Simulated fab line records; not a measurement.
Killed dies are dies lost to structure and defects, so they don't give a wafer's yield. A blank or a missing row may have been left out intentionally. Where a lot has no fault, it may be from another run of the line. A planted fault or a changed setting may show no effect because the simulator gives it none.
Commonality check across tools :: flow nand harc :: 39 wafers sampled across 12 lots

## REASON IT WAS OPENED
On 1 of the 12 lots, a flag is raised at NHARC_P_GATE_CD_MEAS_26 on the reading cd nm. No-fault wafers: 120.0 nm, standard deviation 0.72.
Rule: a lot is flagged in two cases, either no wafer of it has a number, or all its wafers with numbers fall more than 4 standard deviations from that mean. All remaining lots are regarded as sound.

lot: L367
measured: day 5 19:46
on: cd sem-01
cd nm (nm), wafer by wafer: 119.8 119.8 119.0
flag: 

lot: L368
measured: day 6 10:55
on: cd sem-01
cd nm (nm), wafer by wafer: 120.0 119.7 120.3
flag: 

lot: L371
measured: day 7 17:08
on: cd sem-03
cd nm (nm), wafer by wafer: 120.1 120.2 119.8
flag: 

lot: L372
measured: day 8 09:32
on: cd sem-03
cd nm (nm), wafer by wafer: 120.0 119.3 118.7
flag: 

lot: L373
measured: day 8 13:52
on: cd sem-01
cd nm (nm), wafer by wafer: 120.4 120.2 120.2
flag: 

lot: L374
measured: day 8 23:14
on: cd sem-02
cd nm (nm), wafer by wafer: 93.3 92.4 92.2 93.7 92.5 92.4
flag: FLAGGED

lot: L383
measured: day 12 15:14
on: cd sem-01
cd nm (nm), wafer by wafer: 119.7 119.9 120.4
flag: 

lot: L384
measured: day 12 19:47
on: cd sem-03
cd nm (nm), wafer by wafer: 119.6 119.9 120.2
flag: 

lot: L385
measured: day 13 08:08
on: cd sem-03
cd nm (nm), wafer by wafer: 120.7 120.2 120.7
flag: 

lot: L386
measured: day 14 00:34
on: cd sem-02
cd nm (nm), wafer by wafer: 119.8 120.7 119.8
flag: 

lot: L387
measured: day 14 10:38
on: cd sem-02
cd nm (nm), wafer by wafer: 120.5 122.1 121.0
flag: 

lot: L388
measured: day 14 11:18
on: cd sem-01
cd nm (nm), wafer by wafer: 120.6 120.4 121.2
flag: 
The mean of the flagged lots' numbers is 92.8 nm, -27.2 nm from the usual (-38 standard deviations).

## LOT BY LOT: THE TOOL USED
Before the reading, the record contains 2 process steps out of a 1302-step route. In each cell: the tool, then ch and the chambers that the sampled wafers went through, then the start.
lot: L367
flag: 
NHARC_P_GATE_DESCUM_13: rie diel-10 ch 2,3, day 5 03:08
NHARC_P_GATE_EXPOSE_23: arfi scanner-02 ch 0, day 5 19:38

lot: L368
flag: 
NHARC_P_GATE_DESCUM_13: rie diel-06 ch 1,2,3, day 5 18:50
NHARC_P_GATE_EXPOSE_23: arfi scanner-03 ch 0, day 6 10:47

lot: L371
flag: 
NHARC_P_GATE_DESCUM_13: rie diel-10 ch 0,2,3, day 7 00:31
NHARC_P_GATE_EXPOSE_23: arfi scanner-03 ch 0, day 7 16:59

lot: L372
flag: 
NHARC_P_GATE_DESCUM_13: rie diel-09 ch 0,2,3, day 7 15:16
NHARC_P_GATE_EXPOSE_23: arfi scanner-02 ch 0, day 8 09:23

lot: L373
flag: 
NHARC_P_GATE_DESCUM_13: rie diel-09 ch 0,1,3, day 7 22:36
NHARC_P_GATE_EXPOSE_23: arfi scanner-03 ch 0, day 8 13:43

lot: L374
flag: FLAGGED
NHARC_P_GATE_DESCUM_13: rie diel-10 ch 0,3, day 8 08:23
NHARC_P_GATE_EXPOSE_23: arfi scanner-03 ch 0, day 8 23:06

lot: L383
flag: 
NHARC_P_GATE_DESCUM_13: rie diel-06 ch 1,2,3, day 11 21:32
NHARC_P_GATE_EXPOSE_23: arfi scanner-03 ch 0, day 12 15:05

lot: L384
flag: 
NHARC_P_GATE_DESCUM_13: rie diel-09 ch 0,2, day 12 05:57
NHARC_P_GATE_EXPOSE_23: arfi scanner-03 ch 0, day 12 19:39

lot: L385
flag: 
NHARC_P_GATE_DESCUM_13: rie diel-09 ch 1,2, day 12 14:58
NHARC_P_GATE_EXPOSE_23: arfi scanner-01 ch 0, day 13 07:59

lot: L386
flag: 
NHARC_P_GATE_DESCUM_13: rie diel-10 ch 0,2,3, day 13 04:27
NHARC_P_GATE_EXPOSE_23: arfi scanner-03 ch 0, day 14 00:26

lot: L387
flag: 
NHARC_P_GATE_DESCUM_13: rie diel-09 ch 3, day 13 18:14
NHARC_P_GATE_EXPOSE_23: arfi scanner-02 ch 0, day 14 10:30

lot: L388
flag: 
NHARC_P_GATE_DESCUM_13: rie diel-10 ch 1,2, day 13 18:22
NHARC_P_GATE_EXPOSE_23: arfi scanner-01 ch 0, day 14 11:10
What these steps do:
- NHARC_P_GATE_DESCUM_13: chemistry O2, time 3 s.
- NHARC_P_GATE_EXPOSE_23: exposes mask P GATE, target cd 120 nm.
- NHARC_P_GATE_CD_MEAS_26: target cd 120 nm.

## FLAGGED AGAINST TOTAL, ONE TOOL AT A TIME (gauges that did the reading follow at the end)
step: NHARC_P_GATE_DESCUM_13
tool: rie diel-06
lots run: 2
flagged: 0
share of the flagged lots: none
sound lots run after its first flagged lot: -

step: NHARC_P_GATE_DESCUM_13
tool: rie diel-09
lots run: 5
flagged: 0
share of the flagged lots: none
sound lots run after its first flagged lot: -

step: NHARC_P_GATE_DESCUM_13
tool: rie diel-10
lots run: 5
flagged: 1
share of the flagged lots: all
sound lots run after its first flagged lot: 2 (L386,L388)

step: NHARC_P_GATE_EXPOSE_23
tool: arfi scanner-01
lots run: 2
flagged: 0
share of the flagged lots: none
sound lots run after its first flagged lot: -

step: NHARC_P_GATE_EXPOSE_23
tool: arfi scanner-02
lots run: 3
flagged: 0
share of the flagged lots: none
sound lots run after its first flagged lot: -

step: NHARC_P_GATE_EXPOSE_23
tool: arfi scanner-03
lots run: 7
flagged: 1
share of the flagged lots: all
sound lots run after its first flagged lot: 3 (L383,L384,L386)

step: NHARC_P_GATE_CD_MEAS_26
tool: cd sem-01
lots run: 5
flagged: 0
share of the flagged lots: none
sound lots run after its first flagged lot: -

step: NHARC_P_GATE_CD_MEAS_26
tool: cd sem-02
lots run: 3
flagged: 1
share of the flagged lots: all
sound lots run after its first flagged lot: 2 (L386,L387)

step: NHARC_P_GATE_CD_MEAS_26
tool: cd sem-03
lots run: 4
flagged: 0
share of the flagged lots: none
sound lots run after its first flagged lot: -

## WHAT THE TABLE PERMITS
In the table, 3 rows ran each flagged lot (rie diel-10 at NHARC_P_GATE_DESCUM_13; arfi scanner-03 at NHARC_P_GATE_EXPOSE_23; cd sem-02 at NHARC_P_GATE_CD_MEAS_26).
- rie diel-10 at NHARC_P_GATE_DESCUM_13: 1 of its 5 lots flagged. Sound lots ran on it after the first flagged one (L386, L388), which a lasting fault on the whole tool wouldn't allow.
- arfi scanner-03 at NHARC_P_GATE_EXPOSE_23: 1 of its 7 lots flagged. Sound lots ran on it after the first flagged one (L383, L384, L386), which a lasting fault on the whole tool wouldn't allow.
- cd sem-02 at NHARC_P_GATE_CD_MEAS_26: 1 of its 3 lots flagged. Sound lots ran on it after the first flagged one (L386, L387), which a lasting fault on the whole tool wouldn't allow.
Not one row of the table ran every flagged lot while running no sound lot after the first.

## WHAT WAS PUT IN BY THE SIMULATOR
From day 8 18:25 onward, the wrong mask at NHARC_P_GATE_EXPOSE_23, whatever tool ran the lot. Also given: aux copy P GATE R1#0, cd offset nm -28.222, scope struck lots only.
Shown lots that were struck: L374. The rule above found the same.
